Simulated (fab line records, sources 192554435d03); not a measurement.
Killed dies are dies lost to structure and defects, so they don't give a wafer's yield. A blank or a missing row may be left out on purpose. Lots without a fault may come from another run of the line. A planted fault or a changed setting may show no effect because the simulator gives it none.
Which tool did it? | flow n5_finfet | 10 lots, 30 wafers sampled, at 2 steps of a route of 1938

WHAT THE GAUGES READ, wafer by wafer
N5_BEOL_M5_INSPECT_30: inspects for defects (brightfield).
lot  | measured     | on                | raw_defect_count
L128 | day 8 07:32  | defect_inspect-01 | 286 407 335
L129 | day 8 10:07  | defect_inspect-02 | 303 341 416
L131 | day 9 01:59  | defect_inspect-01 | 503 425 432
L139 | day 11 06:10 | defect_inspect-01 | 955 952 914
L140 | day 11 13:36 | defect_inspect-02 | 960 986 836
L143 | day 12 21:14 | defect_inspect-01 | 404 639 418
L145 | day 12 21:27 | defect_inspect-01 | 590 498 445
L147 | day 13 18:19 | defect_inspect-01 | 473 326 595
L150 | day 14 03:37 | defect_inspect-02 | 627 677 576
L148 | day 14 03:48 | defect_inspect-02 | 282 332 397

WHICH TOOL RAN EACH LOT (tool, then ch and the chambers of the sampled wafers, then the start)
lot  | N5_BEOL_M5_STRIP_19
L128 | rie_diel-06 ch 0,2,3, day 8 06:04
L129 | rie_diel-06 ch 1,2,3, day 8 08:48
L131 | rie_diel-06 ch 0,2,3, day 9 00:17
L139 | rie_diel-06 ch 0,1,2, day 11 02:41
L140 | rie_diel-06 ch 1,2,3, day 11 07:47
L143 | rie_diel-01 ch 1,2,3, day 12 19:15
L145 | rie_diel-01 ch 2,3, day 12 20:42
L147 | rie_diel-01 ch 0,1,2, day 13 17:08
L150 | rie_diel-01 ch 0,2,3, day 14 01:37
L148 | rie_diel-01 ch 0,2, day 14 02:35
- N5_BEOL_M5_STRIP_19: strips in O2.

THE ANSWER, worked out from the rows above alone
Rule: what is usual is taken from the lots themselves. Put in order of their means at a reading, lots are off if they are a third of the lots or fewer, leave a main group of 4 or more, and stand apart from it by a gap of 3 or more times the standard deviation of the main group's means; of several such gaps the widest counts. A main group whose means are all the same, to the digits that the tables above print for the reading, isn't used. A lot without any number at a reading at which 4 lots or more have one is off too. The other lots that the step has rows for count as sound.
Off: L139, L140, at N5_BEOL_M5_INSPECT_30 (raw_defect_count). The main group: mean 447, standard deviation 94.
A tool fits if, at a process step before that reading, it ran every lot that is off, and no sound lot after the first of them. The gauges at N5_BEOL_M5_INSPECT_30 are tried like those tools. One fits: rie_diel-06 at N5_BEOL_M5_STRIP_19. Its last sound lot is L131 (day 9 00:17), its first lot that is off L139 (day 11 02:41): a fault that began between those two fits.

WHAT THE SIMULATOR HAD PUT IN
Chamber particle source: rie_diel-06, from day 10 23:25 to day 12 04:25, at N5_BEOL_M5_STRIP_19. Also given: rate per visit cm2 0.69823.
Lots struck among those shown: L139, L140. The rule above found the same.
